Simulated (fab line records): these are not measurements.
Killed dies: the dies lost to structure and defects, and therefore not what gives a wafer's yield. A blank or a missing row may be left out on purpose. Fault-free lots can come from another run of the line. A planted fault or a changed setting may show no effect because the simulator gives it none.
Split-lot experiment :: flow n5 finfet :: route with 1938 steps; 7 lots, 39 wafers read

## ON THE SPLIT
At N5_HKMG_FIN_ETCH_32 (etches SOC in N2/H2, target depth 240 nm, time 300 s), the setting target depth a was moved away from the recipe's 2400 angstrom on 15 of the 39 wafers read, by -11.7% to +10.0%. All remaining wafers had this setting at the recipe value.

The reading is taken at the split's own step.

## THE READING
HKMG_FIN.feature depth nm (the simulator's own value, which no gauge read), in nm, at N5_HKMG_FIN_ETCH_32 (etches SOC in N2/H2, target depth 240 nm, time 300 s). There is no usual value for it anywhere in the file. Across the 24 wafers here that went through the recipe, the average is 240.9 nm and the standard deviation 6.9 nm.

wafer: L075.2
tool, chamber at the split: rie diel-05, 3
target depth a as run, angstrom: 2400
against the recipe: recipe
HKMG_FIN.feature depth nm, nm: 241
against lot-mates on the recipe: -

wafer: L075.3
tool, chamber at the split: rie diel-05, 0
target depth a as run, angstrom: 2400
against the recipe: recipe
HKMG_FIN.feature depth nm, nm: 226.2
against lot-mates on the recipe: -

wafer: L075.5
tool, chamber at the split: rie diel-05, 2
target depth a as run, angstrom: 2400
against the recipe: recipe
HKMG_FIN.feature depth nm, nm: 244.8
against lot-mates on the recipe: -

wafer: L077.1
tool, chamber at the split: rie diel-06, 0
target depth a as run, angstrom: 2311
against the recipe: -3.7%
HKMG_FIN.feature depth nm, nm: 219.8
against lot-mates on the recipe: -21.9

wafer: L077.2
tool, chamber at the split: rie diel-06, 1
target depth a as run, angstrom: 2311
against the recipe: -3.7%
HKMG_FIN.feature depth nm, nm: 241.2
against lot-mates on the recipe: -0.5

wafer: L077.3
tool, chamber at the split: rie diel-06, 2
target depth a as run, angstrom: 2400
against the recipe: recipe
HKMG_FIN.feature depth nm, nm: 241.8
against lot-mates on the recipe: -

wafer: L077.4
tool, chamber at the split: rie diel-06, 3
target depth a as run, angstrom: 2400
against the recipe: recipe
HKMG_FIN.feature depth nm, nm: 241.2
against lot-mates on the recipe: -

wafer: L077.5
tool, chamber at the split: rie diel-06, 3
target depth a as run, angstrom: 2311
against the recipe: -3.7%
HKMG_FIN.feature depth nm, nm: 232.4
against lot-mates on the recipe: -9.3

wafer: L077.6
tool, chamber at the split: rie diel-06, 2
target depth a as run, angstrom: 2400
against the recipe: recipe
HKMG_FIN.feature depth nm, nm: 242.2
against lot-mates on the recipe: -

wafer: L080.1
tool, chamber at the split: rie diel-06, 1
target depth a as run, angstrom: 2641
against the recipe: +10.0%
HKMG_FIN.feature depth nm, nm: 270.2
against lot-mates on the recipe: +35.8

wafer: L080.2
tool, chamber at the split: rie diel-06, 0
target depth a as run, angstrom: 2641
against the recipe: +10.0%
HKMG_FIN.feature depth nm, nm: 249.6
against lot-mates on the recipe: +15.2

wafer: L080.3
tool, chamber at the split: rie diel-06, 2
target depth a as run, angstrom: 2400
against the recipe: recipe
HKMG_FIN.feature depth nm, nm: 236.2
against lot-mates on the recipe: -

wafer: L080.4
tool, chamber at the split: rie diel-06, 0
target depth a as run, angstrom: 2400
against the recipe: recipe
HKMG_FIN.feature depth nm, nm: 228
against lot-mates on the recipe: -

wafer: L080.5
tool, chamber at the split: rie diel-06, 2
target depth a as run, angstrom: 2400
against the recipe: recipe
HKMG_FIN.feature depth nm, nm: 239
against lot-mates on the recipe: -

wafer: L080.6
tool, chamber at the split: rie diel-06, 1
target depth a as run, angstrom: 2641
against the recipe: +10.0%
HKMG_FIN.feature depth nm, nm: 269.4
against lot-mates on the recipe: +35.0

wafer: L085.1
tool, chamber at the split: rie diel-06, 0
target depth a as run, angstrom: 2171
against the recipe: -9.5%
HKMG_FIN.feature depth nm, nm: 206.8
against lot-mates on the recipe: -36.7

wafer: L085.2
tool, chamber at the split: rie diel-06, 1
target depth a as run, angstrom: 2171
against the recipe: -9.5%
HKMG_FIN.feature depth nm, nm: 224.8
against lot-mates on the recipe: -18.7

wafer: L085.3
tool, chamber at the split: rie diel-06, 3
target depth a as run, angstrom: 2400
against the recipe: recipe
HKMG_FIN.feature depth nm, nm: 241.2
against lot-mates on the recipe: -

wafer: L085.4
tool, chamber at the split: rie diel-06, 1
target depth a as run, angstrom: 2400
against the recipe: recipe
HKMG_FIN.feature depth nm, nm: 248.4
against lot-mates on the recipe: -

wafer: L085.5
tool, chamber at the split: rie diel-06, 0
target depth a as run, angstrom: 2171
against the recipe: -9.5%
HKMG_FIN.feature depth nm, nm: 208.4
against lot-mates on the recipe: -35.1

wafer: L085.6
tool, chamber at the split: rie diel-06, 3
target depth a as run, angstrom: 2400
against the recipe: recipe
HKMG_FIN.feature depth nm, nm: 240.8
against lot-mates on the recipe: -

wafer: L090.1
tool, chamber at the split: rie diel-06, 0
target depth a as run, angstrom: 2400
against the recipe: recipe
HKMG_FIN.feature depth nm, nm: 232.4
against lot-mates on the recipe: -

wafer: L090.2
tool, chamber at the split: rie diel-06, 2
target depth a as run, angstrom: 2400
against the recipe: recipe
HKMG_FIN.feature depth nm, nm: 244.2
against lot-mates on the recipe: -

wafer: L090.3
tool, chamber at the split: rie diel-06, 3
target depth a as run, angstrom: 2400
against the recipe: recipe
HKMG_FIN.feature depth nm, nm: 242.6
against lot-mates on the recipe: -

wafer: L090.4
tool, chamber at the split: rie diel-06, 0
target depth a as run, angstrom: 2400
against the recipe: recipe
HKMG_FIN.feature depth nm, nm: 232
against lot-mates on the recipe: -

wafer: L090.5
tool, chamber at the split: rie diel-06, 2
target depth a as run, angstrom: 2400
against the recipe: recipe
HKMG_FIN.feature depth nm, nm: 241.6
against lot-mates on the recipe: -

wafer: L090.6
tool, chamber at the split: rie diel-06, 3
target depth a as run, angstrom: 2400
against the recipe: recipe
HKMG_FIN.feature depth nm, nm: 242.4
against lot-mates on the recipe: -

wafer: L096.1
tool, chamber at the split: rie diel-04, 2
target depth a as run, angstrom: 2400
against the recipe: recipe
HKMG_FIN.feature depth nm, nm: 239.8
against lot-mates on the recipe: -

wafer: L096.2
tool, chamber at the split: rie diel-04, 3
target depth a as run, angstrom: 2237
against the recipe: -6.8%
HKMG_FIN.feature depth nm, nm: 228.6
against lot-mates on the recipe: -14.4

wafer: L096.3
tool, chamber at the split: rie diel-04, 1
target depth a as run, angstrom: 2237
against the recipe: -6.8%
HKMG_FIN.feature depth nm, nm: 220.8
against lot-mates on the recipe: -22.2

wafer: L096.4
tool, chamber at the split: rie diel-04, 0
target depth a as run, angstrom: 2400
against the recipe: recipe
HKMG_FIN.feature depth nm, nm: 252.6
against lot-mates on the recipe: -

wafer: L096.5
tool, chamber at the split: rie diel-04, 1
target depth a as run, angstrom: 2400
against the recipe: recipe
HKMG_FIN.feature depth nm, nm: 236.6
against lot-mates on the recipe: -

wafer: L096.6
tool, chamber at the split: rie diel-04, 2
target depth a as run, angstrom: 2237
against the recipe: -6.8%
HKMG_FIN.feature depth nm, nm: 223.2
against lot-mates on the recipe: -19.8

wafer: L097.1
tool, chamber at the split: rie diel-06, 0
target depth a as run, angstrom: 2119
against the recipe: -11.7%
HKMG_FIN.feature depth nm, nm: 201.8
against lot-mates on the recipe: -46.9

wafer: L097.2
tool, chamber at the split: rie diel-06, 2
target depth a as run, angstrom: 2119
against the recipe: -11.7%
HKMG_FIN.feature depth nm, nm: 212.2
against lot-mates on the recipe: -36.5

wafer: L097.3
tool, chamber at the split: rie diel-06, 1
target depth a as run, angstrom: 2400
against the recipe: recipe
HKMG_FIN.feature depth nm, nm: 254
against lot-mates on the recipe: -

wafer: L097.4
tool, chamber at the split: rie diel-06, 3
target depth a as run, angstrom: 2119
against the recipe: -11.7%
HKMG_FIN.feature depth nm, nm: 211.2
against lot-mates on the recipe: -37.5

wafer: L097.5
tool, chamber at the split: rie diel-06, 1
target depth a as run, angstrom: 2400
against the recipe: recipe
HKMG_FIN.feature depth nm, nm: 253.2
against lot-mates on the recipe: -

wafer: L097.6
tool, chamber at the split: rie diel-06, 2
target depth a as run, angstrom: 2400
against the recipe: recipe
HKMG_FIN.feature depth nm, nm: 238.8
against lot-mates on the recipe: -

THE FIT
A straight line over all 39 wafers: HKMG_FIN.feature depth nm changes by +2.58 nm for each +1% of target depth a; r = +0.88; the points scatter about the line by 7.4 nm.
The same after taking each lot's own level away (the mean of its wafers on the recipe; 39 wafers): +3.11 nm for each +1%; r = +0.93; scatter 6.6 nm.
On that fit, the largest move of target depth a shifts the reading by 36 nm.
Measured against the standard deviation above, the lots' own levels, which go from 234.40 to 248.67 nm, span 2.1 times it.
In other words, the slope is changed by the lot-to-lot level; the two fits disagree.
Check: -35.2 nm against its lot-mates is what the line predicts for one of the wafers moved furthest among these (-11.7%) when that wafer is left out of the fit. Against them it came out at -46.9 nm.

## THESE WAFERS: OTHER SPLITS
Note: prior to the reading, these wafers also went through further splits. Each is held against what the fit with the lots' levels taken away leaves over:
other split on the same wafers: N5_FIN_CUT_CUT_ETCH_26 time s
wafers away from the commonest value: 15
r with HKMG_FIN.feature depth nm (lot level and that fit taken away): -0.25

other split on the same wafers: N5_DUMMY_GATE_ETCH_31 target depth a
wafers away from the commonest value: 15
r with HKMG_FIN.feature depth nm (lot level and that fit taken away): +0.10

## THE WHOLE CHAIN: every reading that the file lists as answering this split, in the file's order
step: N5_HKMG_FIN_ETCH_32
what it does: etches SOC in N2/H2, target depth 240 nm, time 300 s
reading: etch.depth nm (the simulator's own value, which no gauge read)
change (the file's fit): +3.12 nm for each +1% of the setting
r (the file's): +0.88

step: N5_HKMG_FIN_ETCH_32
what it does: etches SOC in N2/H2, target depth 240 nm, time 300 s
reading: HKMG_FIN.feature depth nm (the simulator's own value, which no gauge read)
change (the file's fit): +3.12 nm for each +1% of the setting
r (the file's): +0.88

## THE FILE'S OWN FIT
HKMG_FIN.feature depth nm changes by +3.12 nm for each +1% of target depth a, r = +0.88.
